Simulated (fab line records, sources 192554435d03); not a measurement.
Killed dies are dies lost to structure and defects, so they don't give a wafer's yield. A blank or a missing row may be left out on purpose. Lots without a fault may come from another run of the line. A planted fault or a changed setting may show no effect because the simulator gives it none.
Chamber matching | flow n5_finfet | N5_HKMG_FIN_ALD_79 on ald_metal-03: 4 sister chambers
The step deposits TiN, target thk 1.5 nm, pulse time 1 s, purge time 3 s. 4 wafers are shown with their chamber, then 10 later ones without.

WAFERS WITH THEIR CHAMBER
wafer  | chamber | heater_power_w (W)
L086.3 | 0       | 907
L088.5 | 1       | 950
L089.1 | 2       | 885
L089.2 | 3       | 909

WAFERS WITHOUT THEIR CHAMBER
wafer  | heater_power_w (W)
L089.5 | 947
L090.2 | 926
L090.4 | 911
L090.6 | 906
L093.1 | 914
L093.2 | 885
L093.3 | 890
L097.1 | 898
L097.3 | 887
L097.6 | 924

WHICH CHAMBER EACH WENT THROUGH
wafer  | from the rows above          | in truth
L089.5 | 1                            | 1
L090.2 | can't be placed: 3 or 0 or 1 | 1
L090.4 | can't be placed: 3 or 0      | 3
L090.6 | can't be placed: 0 or 3      | 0
L093.1 | can't be placed: 3 or 0      | 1
L093.2 | 2                            | 2
L093.3 | can't be placed: 2 or 0 or 3 | 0
L097.1 | can't be placed: 0 or 3 or 2 | 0
L097.3 | 2                            | 2
L097.6 | can't be placed: 3 or 0 or 1 | 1
Placed correctly: 3 of 10. Can't be placed from these rows: 7 (the true chamber is among the candidates in 6). Placed wrongly: 0.
How it was worked out, from the rows above alone: a wafer's distance from a chamber is the root of the sum, over the readings, of the square of ((its reading less the chamber's mean) divided by the reading's scatter). The wafer belongs to the nearest chamber; if the next one is less than 2 further off, it can't be placed. A chamber's mean is the mean of its shown wafers. The scatter: with one shown wafer a chamber, the root of the mean of the squares of how far each hidden wafer lies from its nearest shown one.
